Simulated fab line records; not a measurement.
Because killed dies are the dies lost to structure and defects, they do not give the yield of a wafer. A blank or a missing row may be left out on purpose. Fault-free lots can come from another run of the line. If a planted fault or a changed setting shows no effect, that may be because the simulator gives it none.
fab line records :: flow nandHarc :: part 2 of 2: steps 22 to 33 of 33
record
  lots=5
  wafers=15
  lastDay=32
route steps=1302 shown A_CHANNEL_FILL_D1@490 A_DECK1_JOINT@518
lots that met no fault: from a run of the same line without faults
startH: hours from the record's opening day to when the first of the lot's shown wafers began :: waitH: how many hours have passed since the lot's step before this one :: " repeats the value in the row above :: L1.1+2: several wafers, shown together as one row :: - no value present, or no start provided :: * or withheld: withheld :: < > ~ a bound
route shown NAME@n: a module of which the file shows steps, and the number in the route of the first :: usual: average and standard deviation across the fault-free wafers :: same: alike in all rows :: chamber/n: place in a boat :: sites: per-site readings :: _std_site: standard deviation across them :: _edge_site: the outer-site mean with the inner-site mean subtracted :: radiusMm: for every site, how far away it sits from the centre of the wafer :: mask NAME#n: copy n :: behind: the most recent tool/chamber to have shaped the wafer :: hold: reason for holding the lot/hours on hold/outcome of the hold :: device: whichever transistor did not switch (one of n, p or np) :: end of line: at the end of the route, the tests of the same wafers :: for a step that has no rows: nothing shown but its recipe :: killed: dies that structure and defects cost at the first sort, which is not the same as the wafer's yield :: map: the dies of a wafer, with x for killed, . for not killed, _ for no die there
set.NAME: the run value of the setting; set.NAME@STEP: its run value at that earlier step :: model.NAME: the simulator's own value behind a step, which no gauge read
lots seen at some steps along the route; tables by step, rows by wafer
services: from which hour (startH, from the record's first day; less than 0 if before it) a tool's chamber was out of use, for how many hours, and why
## steps
# step NHARC_A_CHANNEL_FILL_D1_CVD_09
# recipe
  targetThkA=1500
  tempC=620
  pressureMtorr=200
  timeS=3000
  material=poly-Si
# usual
  zonePowerTopPct=19.5/1.3
lot.wafer: L084.2
tool: lpcvdPoly-04
chamber: 0
startH: 342.05
waitH: 2.4
zonePowerTopPct: 19.0

lot.wafer: L084.4
tool: lpcvdPoly-04
chamber: 0
startH: 342.05
waitH: 2.4
zonePowerTopPct: 18.8

lot.wafer: L084.6
tool: lpcvdPoly-04
chamber: 0
startH: 342.05
waitH: 2.4
zonePowerTopPct: 18.9

lot.wafer: L086.2
tool: lpcvdPoly-04
chamber: 0
startH: 345.91
waitH: 2.4
zonePowerTopPct: 18.3

lot.wafer: L086.3
tool: lpcvdPoly-04
chamber: 0
startH: 345.91
waitH: 2.4
zonePowerTopPct: 18.9

lot.wafer: L086.4
tool: lpcvdPoly-04
chamber: 0
startH: 345.91
waitH: 2.4
zonePowerTopPct: 18.5

lot.wafer: L087.2
tool: lpcvdPoly-02
chamber: 0
startH: 366.72
waitH: 2.4
zonePowerTopPct: 21.1

lot.wafer: L087.4
tool: lpcvdPoly-02
chamber: 0
startH: 366.72
waitH: 2.4
zonePowerTopPct: 21.9

lot.wafer: L087.6
tool: lpcvdPoly-02
chamber: 0
startH: 366.72
waitH: 2.4
zonePowerTopPct: 21.8

lot.wafer: L093.1
tool: lpcvdPoly-04
chamber: 0
startH: 426.83
waitH: 2.4
zonePowerTopPct: 18.5

lot.wafer: L093.4
tool: lpcvdPoly-04
chamber: 0
startH: 426.83
waitH: 2.4
zonePowerTopPct: 18.4

lot.wafer: L093.5
tool: lpcvdPoly-04
chamber: 0
startH: 426.83
waitH: 2.4
zonePowerTopPct: 18.8

lot.wafer: L096.2
tool: lpcvdPoly-01
chamber: 0
startH: 457.04
waitH: 2.3
zonePowerTopPct: 18.9

lot.wafer: L096.4
tool: lpcvdPoly-01
chamber: 0
startH: 457.04
waitH: 2.3
zonePowerTopPct: 18.7

lot.wafer: L096.5
tool: lpcvdPoly-01
chamber: 0
startH: 457.04
waitH: 2.3
zonePowerTopPct: 19.0
# step NHARC_A_CHANNEL_FILL_D1_CMP_10
# recipe
  targetThkNm=150
# usual
  motorCurrentA=11.9/1.5
  timeToEndpointS=14.3/2.9
lot.wafer: L084.2
tool: cmp-03
chamber: 3
startH: 345.24
waitH: 0.4
motorCurrentA: 11.1
timeToEndpointS: 16.0

lot.wafer: L084.4
tool: cmp-03
chamber: 1
startH: 345.24
waitH: 0.4
motorCurrentA: 13.6
timeToEndpointS: 14.7

lot.wafer: L084.6
tool: cmp-03
chamber: 0
startH: 345.24
waitH: 0.4
motorCurrentA: 10.7
timeToEndpointS: 14.6

lot.wafer: L086.3
tool: cmp-02
chamber: 0
startH: 349.10
waitH: 0.4
motorCurrentA: 11.0
timeToEndpointS: 8.5

lot.wafer: L086.2
tool: cmp-02
chamber: 1
startH: 349.10
waitH: 0.4
motorCurrentA: 13.3
timeToEndpointS: 7.9

lot.wafer: L086.4
tool: cmp-02
chamber: 2
startH: 349.10
waitH: 0.4
motorCurrentA: 10.8
timeToEndpointS: 11.7

lot.wafer: L087.2
tool: cmp-02
chamber: 0
startH: 369.93
waitH: 0.4
motorCurrentA: 10.7
timeToEndpointS: 12.9

lot.wafer: L087.4
tool: cmp-02
chamber: 1
startH: 369.93
waitH: 0.4
motorCurrentA: 13.7
timeToEndpointS: 15.2

lot.wafer: L087.6
tool: cmp-02
chamber: 3
startH: 369.93
waitH: 0.4
motorCurrentA: 11.8
timeToEndpointS: 14.4

lot.wafer: L093.4
tool: cmp-01
chamber: 0
startH: 430.16
waitH: 0.5
motorCurrentA: 10.3
timeToEndpointS: 17.6

lot.wafer: L093.1
tool: cmp-01
chamber: 2
startH: 430.16
waitH: 0.5
motorCurrentA: 12.3
timeToEndpointS: 17.7

lot.wafer: L093.5
tool: cmp-01
chamber: 0
startH: 430.16
waitH: 0.5
motorCurrentA: 10.5
timeToEndpointS: 18.7

lot.wafer: L096.4
tool: cmp-01
chamber: 0
startH: 460.23
waitH: 0.4
motorCurrentA: 11.0
timeToEndpointS: 17.1

lot.wafer: L096.2
tool: cmp-01
chamber: 1
startH: 460.23
waitH: 0.4
motorCurrentA: 15.5
timeToEndpointS: 16.9

lot.wafer: L096.5
tool: cmp-01
chamber: 3
startH: 460.23
waitH: 0.4
motorCurrentA: 11.2
timeToEndpointS: 13.3
# step NHARC_A_CHANNEL_FILL_D1_SRD_12
lot.wafer: L084.6+2+4
tool: wetBench-07
chamber: 6,0,3
startH: 345.54
waitH: 0.0

lot.wafer: L086.2+4+3
tool: wetBench-06
chamber: 3,4,5
startH: 349.40
waitH: 0.0

lot.wafer: L087.4+6+2
tool: wetBench-09
chamber: 5,6,1
startH: 370.21
waitH: 0.0

lot.wafer: L093.1+4+5
tool: wetBench-09
chamber: 0,2,3
startH: 430.43
waitH: 0.0

lot.wafer: L096.5+2+4
tool: wetBench-06
chamber: 4,5,6
startH: 460.48
waitH: 0.0
# step NHARC_A_CHANNEL_FILL_D1_INSPECT_13
# usual
  rawDefectCount=325/140
lot.wafer: L084.2
tool: defectInspect-02
chamber: -
startH: 345.65
waitH: 0.0
rawDefectCount: 235

lot.wafer: L084.4
tool: defectInspect-02
chamber: -
startH: 345.65
waitH: 0.0
rawDefectCount: 351

lot.wafer: L084.6
tool: defectInspect-02
chamber: -
startH: 345.65
waitH: 0.0
rawDefectCount: 132

lot.wafer: L086.2
tool: defectInspect-02
chamber: -
startH: 349.51
waitH: 0.0
rawDefectCount: 666

lot.wafer: L086.3
tool: defectInspect-02
chamber: -
startH: 349.51
waitH: 0.0
rawDefectCount: 413

lot.wafer: L086.4
tool: defectInspect-02
chamber: -
startH: 349.51
waitH: 0.0
rawDefectCount: 262

lot.wafer: L087.2
tool: defectInspect-01
chamber: -
startH: 370.32
waitH: 0.0
rawDefectCount: 739

lot.wafer: L087.4
tool: defectInspect-01
chamber: -
startH: 370.32
waitH: 0.0
rawDefectCount: 402

lot.wafer: L087.6
tool: defectInspect-01
chamber: -
startH: 370.32
waitH: 0.0
rawDefectCount: 857

lot.wafer: L093.1
tool: defectInspect-02
chamber: -
startH: 430.54
waitH: 0.0
rawDefectCount: 272

lot.wafer: L093.4
tool: defectInspect-02
chamber: -
startH: 430.54
waitH: 0.0
rawDefectCount: 343

lot.wafer: L093.5
tool: defectInspect-02
chamber: -
startH: 430.54
waitH: 0.0
rawDefectCount: 291

lot.wafer: L096.2
tool: defectInspect-02
chamber: -
startH: 460.59
waitH: 0.0
rawDefectCount: 326

lot.wafer: L096.4
tool: defectInspect-02
chamber: -
startH: 460.59
waitH: 0.0
rawDefectCount: 193

lot.wafer: L096.5
tool: defectInspect-02
chamber: -
startH: 460.59
waitH: 0.0
rawDefectCount: 430
# step NHARC_A_DECK1_JOINT_ETCHBACK_07
# recipe
  targetDepthA=1050
  timeS=26.9
  hbrFlowSccm=150
  rfW=350
  icpW=350
  biasW=60
  chemistry=HBr
# usual
  drypumpMotorCurrentA=5.8/0.31
  oesProductAu=1.002/0.013
  rfFwdPowerW=343.4/2.1
  throttleValvePct=23.266/0.0095
lot.wafer: L084.2
tool: rieSi-01
chamber: 0
startH: 345.71
waitH: 0.1
drypumpMotorCurrentA: 5.5
oesProductAu: 1.015
rfFwdPowerW: 346.1
rfHoursCounterH: 0.9
throttleValvePct: 23.277

lot.wafer: L084.4
tool: rieSi-01
chamber: 1
startH: 345.71
waitH: 0.1
drypumpMotorCurrentA: 6.0
oesProductAu: 1.014
rfFwdPowerW: 346.3
rfHoursCounterH: 0.9
throttleValvePct: 23.247

lot.wafer: L084.6
tool: rieSi-01
chamber: 0
startH: 345.71
waitH: 0.1
drypumpMotorCurrentA: 5.5
oesProductAu: 1.017
rfFwdPowerW: 345.5
rfHoursCounterH: -
throttleValvePct: 23.249

lot.wafer: L086.3
tool: rieSi-05
chamber: 0
startH: 349.58
waitH: 0.1
drypumpMotorCurrentA: 5.4
oesProductAu: 0.995
rfFwdPowerW: 347.1
rfHoursCounterH: 0.2
throttleValvePct: 23.257

lot.wafer: L086.2
tool: rieSi-05
chamber: 1
startH: 349.58
waitH: 0.1
drypumpMotorCurrentA: 5.6
oesProductAu: 1.005
rfFwdPowerW: 341.3
rfHoursCounterH: 0.2
throttleValvePct: 23.267

lot.wafer: L086.4
tool: rieSi-05
chamber: 2
startH: 349.58
waitH: 0.1
drypumpMotorCurrentA: 5.8
oesProductAu: 0.983
rfFwdPowerW: 343.0
rfHoursCounterH: 0.2
throttleValvePct: 23.260

lot.wafer: L087.4
tool: rieSi-05
chamber: 2
startH: 370.39
waitH: 0.1
drypumpMotorCurrentA: 5.7
oesProductAu: 0.998
rfFwdPowerW: 344.2
rfHoursCounterH: 0.4
throttleValvePct: 23.274

lot.wafer: L087.2
tool: rieSi-05
chamber: 3
startH: 370.39
waitH: 0.1
drypumpMotorCurrentA: 5.4
oesProductAu: 0.988
rfFwdPowerW: 344.6
rfHoursCounterH: 0.3
throttleValvePct: 23.257

lot.wafer: L087.6
tool: rieSi-05
chamber: 3
startH: 370.39
waitH: 0.1
drypumpMotorCurrentA: 5.4
oesProductAu: 0.993
rfFwdPowerW: 343.0
rfHoursCounterH: -
throttleValvePct: 23.279

lot.wafer: L093.4
tool: rieSi-01
chamber: 0
startH: 430.61
waitH: 0.1
drypumpMotorCurrentA: 5.6
oesProductAu: 1.022
rfFwdPowerW: 342.4
rfHoursCounterH: 0.3
throttleValvePct: 23.257

lot.wafer: L093.1
tool: rieSi-01
chamber: 2
startH: 430.61
waitH: 0.1
drypumpMotorCurrentA: 6.2
oesProductAu: 1.015
rfFwdPowerW: 340.9
rfHoursCounterH: 0.5
throttleValvePct: 23.261

lot.wafer: L093.5
tool: rieSi-01
chamber: 0
startH: 430.61
waitH: 0.1
drypumpMotorCurrentA: 5.5
oesProductAu: 1.009
rfFwdPowerW: 342.3
rfHoursCounterH: -
throttleValvePct: 23.262

lot.wafer: L096.4
tool: rieSi-01
chamber: 3
startH: 460.66
waitH: 0.1
drypumpMotorCurrentA: 5.6
oesProductAu: 1.007
rfFwdPowerW: 342.1
rfHoursCounterH: 0.5
throttleValvePct: 23.271

lot.wafer: L096.2
tool: rieSi-01
chamber: 2
startH: 460.66
waitH: 0.1
drypumpMotorCurrentA: 6.2
oesProductAu: 1.030
rfFwdPowerW: 343.0
rfHoursCounterH: 0.6
throttleValvePct: 23.256

lot.wafer: L096.5
tool: rieSi-01
chamber: 3
startH: 460.66
waitH: 0.1
drypumpMotorCurrentA: 5.6
oesProductAu: 1.008
rfFwdPowerW: 342.4
rfHoursCounterH: -
throttleValvePct: 23.276
# step NHARC_A_DECK1_JOINT_ETCH_25
# recipe
  targetDepthA=5
  chemistry=dHF
  material=SiO2
lot.wafer: L084.4+6+2
tool: wetBench-01
chamber: 2,3,7
startH: 345.86
waitH: 0.1

lot.wafer: L086.3+4+2
tool: wetBench-02
chamber: 5,7,1
startH: 349.72
waitH: 0.1

lot.wafer: L087.6+4+2
tool: wetBench-01
chamber: 6,0,2
startH: 370.54
waitH: 0.1

lot.wafer: L093.4+1+5
tool: wetBench-05
chamber: 0,4,5
startH: 430.75
waitH: 0.1

lot.wafer: L096.2+4+5
tool: wetBench-05
chamber: 4,7,1
startH: 460.80
waitH: 0.1
# step NHARC_A_DECK1_JOINT_ETCH_19
# recipe
  tempC=25
  targetDepthA=30
  chemistry=TMAH
  material=poly-Si
# usual
  bathHeatDutyPct=6.2/0.7
lot.wafer: L084.4
tool: wetBench-01
chamber: 2
startH: 345.89
waitH: 0.0
bathHeatDutyPct: 5.4

lot.wafer: L084.6
tool: wetBench-01
chamber: 3
startH: 345.89
waitH: 0.0
bathHeatDutyPct: 5.7

lot.wafer: L084.2
tool: wetBench-01
chamber: 7
startH: 345.89
waitH: 0.0
bathHeatDutyPct: 6.9

lot.wafer: L086.3
tool: wetBench-02
chamber: 5
startH: 349.75
waitH: 0.0
bathHeatDutyPct: 6.3

lot.wafer: L086.4
tool: wetBench-02
chamber: 7
startH: 349.75
waitH: 0.0
bathHeatDutyPct: 6.6

lot.wafer: L086.2
tool: wetBench-02
chamber: 1
startH: 349.75
waitH: 0.0
bathHeatDutyPct: 5.4

lot.wafer: L087.6
tool: wetBench-01
chamber: 6
startH: 370.57
waitH: 0.0
bathHeatDutyPct: 5.3

lot.wafer: L087.4
tool: wetBench-01
chamber: 0
startH: 370.57
waitH: 0.0
bathHeatDutyPct: 6.8

lot.wafer: L087.2
tool: wetBench-01
chamber: 2
startH: 370.57
waitH: 0.0
bathHeatDutyPct: 6.2

lot.wafer: L093.4
tool: wetBench-05
chamber: 0
startH: 430.79
waitH: 0.0
bathHeatDutyPct: 7.4

lot.wafer: L093.1
tool: wetBench-05
chamber: 4
startH: 430.79
waitH: 0.0
bathHeatDutyPct: 6.8

lot.wafer: L093.5
tool: wetBench-05
chamber: 5
startH: 430.79
waitH: 0.0
bathHeatDutyPct: 6.6

lot.wafer: L096.2
tool: wetBench-05
chamber: 4
startH: 460.83
waitH: 0.0
bathHeatDutyPct: 7.0

lot.wafer: L096.4
tool: wetBench-05
chamber: 7
startH: 460.83
waitH: 0.0
bathHeatDutyPct: 5.8

lot.wafer: L096.5
tool: wetBench-05
chamber: 1
startH: 460.83
waitH: 0.0
bathHeatDutyPct: 6.3
# step NHARC_A_DECK1_JOINT_ETCH_18
# recipe
  targetDepthA=30
  chemistry=dHF
  material=SiO2
lot.wafer: L084.4+6+2
tool: wetBench-01
chamber: 2,3,7
startH: -
waitH: -

lot.wafer: L086.3+4+2
tool: wetBench-02
chamber: 5,7,1
startH: -
waitH: -

lot.wafer: L087.6+4+2
tool: wetBench-01
chamber: 6,0,2
startH: -
waitH: -

lot.wafer: L093.4+1+5
tool: wetBench-05
chamber: 0,4,5
startH: -
waitH: -

lot.wafer: L096.2+4+5
tool: wetBench-05
chamber: 4,7,1
startH: -
waitH: -
# step NHARC_A_DECK1_JOINT_WET_08
# recipe
  tempC=160
  timeS=86
  chemistry=H3PO4
# usual
  bathHeatDutyPct=27/4.8
lot.wafer: L084.2
tool: wetH3po4-02
chamber: 1
startH: 347.70
waitH: -
bathHeatDutyPct: 33

lot.wafer: L084.4
tool: wetH3po4-02
chamber: 1
startH: 347.70
waitH: -
bathHeatDutyPct: 33

lot.wafer: L084.6
tool: wetH3po4-02
chamber: 1
startH: 347.70
waitH: -
bathHeatDutyPct: 34

lot.wafer: L086.2
tool: wetH3po4-01
chamber: 0
startH: 354.74
waitH: -
bathHeatDutyPct: 20

lot.wafer: L086.3
tool: wetH3po4-01
chamber: 0
startH: 354.74
waitH: -
bathHeatDutyPct: 23

lot.wafer: L086.4
tool: wetH3po4-01
chamber: 0
startH: 354.74
waitH: -
bathHeatDutyPct: 21

lot.wafer: L087.2
tool: wetH3po4-02
chamber: 0
startH: 372.37
waitH: -
bathHeatDutyPct: 32

lot.wafer: L087.4
tool: wetH3po4-02
chamber: 0
startH: 372.37
waitH: -
bathHeatDutyPct: 30

lot.wafer: L087.6
tool: wetH3po4-02
chamber: 0
startH: 372.37
waitH: -
bathHeatDutyPct: 31

lot.wafer: L093.1
tool: wetH3po4-02
chamber: 0
startH: 432.59
waitH: -
bathHeatDutyPct: 31

lot.wafer: L093.4
tool: wetH3po4-02
chamber: 0
startH: 432.59
waitH: -
bathHeatDutyPct: 30

lot.wafer: L093.5
tool: wetH3po4-02
chamber: 0
startH: 432.59
waitH: -
bathHeatDutyPct: 29

lot.wafer: L096.2
tool: wetH3po4-01
chamber: 0
startH: 462.64
waitH: -
bathHeatDutyPct: 20

lot.wafer: L096.4
tool: wetH3po4-01
chamber: 0
startH: 462.64
waitH: -
bathHeatDutyPct: 21

lot.wafer: L096.5
tool: wetH3po4-01
chamber: 0
startH: 462.64
waitH: -
bathHeatDutyPct: 22
# step NHARC_A_DECK1_JOINT_ETCH_09
# recipe
  targetDepthA=50
  chemistry=dHF
  material=SiO2
lot.wafer: L084.6+4+2
tool: wetBench-05
chamber: 6,0,1
startH: 348.25
waitH: 0.0

lot.wafer: L086.2+3+4
tool: wetBench-05
chamber: 4,0,1
startH: 355.30
waitH: 0.0

lot.wafer: L087.2+4+6
tool: wetBench-02
chamber: 0,2,4
startH: 372.92
waitH: 0.0

lot.wafer: L093.1+4+5
tool: wetBench-02
chamber: 5,6,1
startH: 433.14
waitH: 0.0

lot.wafer: L096.4+5+2
tool: wetBench-01
chamber: 5,6,1
startH: 463.19
waitH: 0.0
# step NHARC_A_DECK1_JOINT_WET_10
# recipe
  tempC=160
  timeS=86
  chemistry=H3PO4
# usual
  bathHeatDutyPct=26/4.7
lot.wafer: L084.2
tool: wetH3po4-01
chamber: 0
startH: 354.21
waitH: 5.9
bathHeatDutyPct: 21

lot.wafer: L084.4
tool: wetH3po4-01
chamber: 0
startH: 354.21
waitH: 5.9
bathHeatDutyPct: 22

lot.wafer: L084.6
tool: wetH3po4-01
chamber: 0
startH: 354.21
waitH: 5.9
bathHeatDutyPct: 19

lot.wafer: L086.2
tool: wetH3po4-01
chamber: 1
startH: 356.99
waitH: 1.7
bathHeatDutyPct: 28

lot.wafer: L086.3
tool: wetH3po4-01
chamber: 1
startH: 356.99
waitH: 1.7
bathHeatDutyPct: 27

lot.wafer: L086.4
tool: wetH3po4-01
chamber: 1
startH: 356.99
waitH: 1.7
bathHeatDutyPct: 25

lot.wafer: L087.2
tool: wetH3po4-02
chamber: 0
startH: 374.61
waitH: 1.7
bathHeatDutyPct: 31

lot.wafer: L087.4
tool: wetH3po4-02
chamber: 0
startH: 374.61
waitH: 1.7
bathHeatDutyPct: 30

lot.wafer: L087.6
tool: wetH3po4-02
chamber: 0
startH: 374.61
waitH: 1.7
bathHeatDutyPct: 31

lot.wafer: L093.1
tool: wetH3po4-02
chamber: 1
startH: 434.82
waitH: 1.7
bathHeatDutyPct: 32

lot.wafer: L093.4
tool: wetH3po4-02
chamber: 1
startH: 434.82
waitH: 1.7
bathHeatDutyPct: 33

lot.wafer: L093.5
tool: wetH3po4-02
chamber: 1
startH: 434.82
waitH: 1.7
bathHeatDutyPct: 32

lot.wafer: L096.2
tool: wetH3po4-01
chamber: 1
startH: 464.88
waitH: 1.7
bathHeatDutyPct: 26

lot.wafer: L096.4
tool: wetH3po4-01
chamber: 1
startH: 464.88
waitH: 1.7
bathHeatDutyPct: 25

lot.wafer: L096.5
tool: wetH3po4-01
chamber: 1
startH: 464.88
waitH: 1.7
bathHeatDutyPct: 27
# step NHARC_A_DECK1_JOINT_ETCH_11
# recipe
  targetDepthA=350
  chemistry=dHF
  material=SiO2
lot.wafer: L084.6+4+2
tool: wetBench-01
chamber: 0,2,4
startH: 354.77
waitH: 0.0

lot.wafer: L086.3+2+4
tool: wetBench-01
chamber: 0,2,3
startH: 357.58
waitH: 0.1

lot.wafer: L087.6+2+4
tool: wetBench-05
chamber: 5,7,0
startH: 375.18
waitH: 0.0

lot.wafer: L093.4+5+1
tool: wetBench-01
chamber: 3,4,6
startH: 435.42
waitH: 0.1

lot.wafer: L096.2+5+4
tool: wetBench-05
chamber: 4,6,7
startH: 465.44
waitH: 0.0
## services
tool: rieDiel-06
chamber: 1
startH: 277.33
hours: 7.9
kind: repair

tool: wetBench-01
chamber: -
startH: 277.60
hours: 8.0
kind: pm

tool: rieDiel-07
chamber: 1
startH: 280.35
hours: 4.8
kind: repair

tool: rieDiel-07
chamber: -
startH: 294.20
hours: 9.0
kind: pm

tool: rieDiel-06
chamber: -
startH: 307.20
hours: 9.0
kind: pm

tool: rieDiel-05
chamber: 2
startH: 323.26
hours: 17.6
kind: repair

tool: rieSi-01
chamber: 1
startH: 328.64
hours: 1.9
kind: repair

tool: wetBench-07
chamber: -
startH: 336.00
hours: 8.0
kind: pm

tool: wetH3po4-01
chamber: -
startH: 341.04
hours: 8.0
kind: pm

tool: wetBench-09
chamber: -
startH: 352.80
hours: 8.0
kind: pm

tool: wetH3po4-01
chamber: -
startH: 367.49
hours: 1.0
kind: repair

tool: wetBench-06
chamber: -
startH: 369.60
hours: 8.0
kind: pm

tool: aldHk-03
chamber: -
startH: 391.73
hours: 10.0
kind: pm

tool: wetBench-01
chamber: -
startH: 395.80
hours: 13.9
kind: repair

tool: rieDiel-07
chamber: 2
startH: 404.32
hours: 9.5
kind: repair

tool: rieDiel-05
chamber: -
startH: 406.60
hours: 9.0
kind: pm

tool: wetH3po4-01
chamber: -
startH: 415.77
hours: 3.2
kind: repair

tool: wetH3po4-02
chamber: -
startH: 420.00
hours: 8.0
kind: pm

tool: wetBench-02
chamber: -
startH: 420.03
hours: 8.0
kind: pm

tool: wetBench-05
chamber: -
startH: 436.80
hours: 8.0
kind: pm

tool: aldHk-04
chamber: -
startH: 437.74
hours: 10.0
kind: pm

tool: rieDiel-06
chamber: 1
startH: 445.81
hours: 23.1
kind: repair

tool: wetH3po4-01
chamber: -
startH: 449.62
hours: 1.1
kind: repair

tool: wetBench-01
chamber: -
startH: 453.60
hours: 8.0
kind: pm
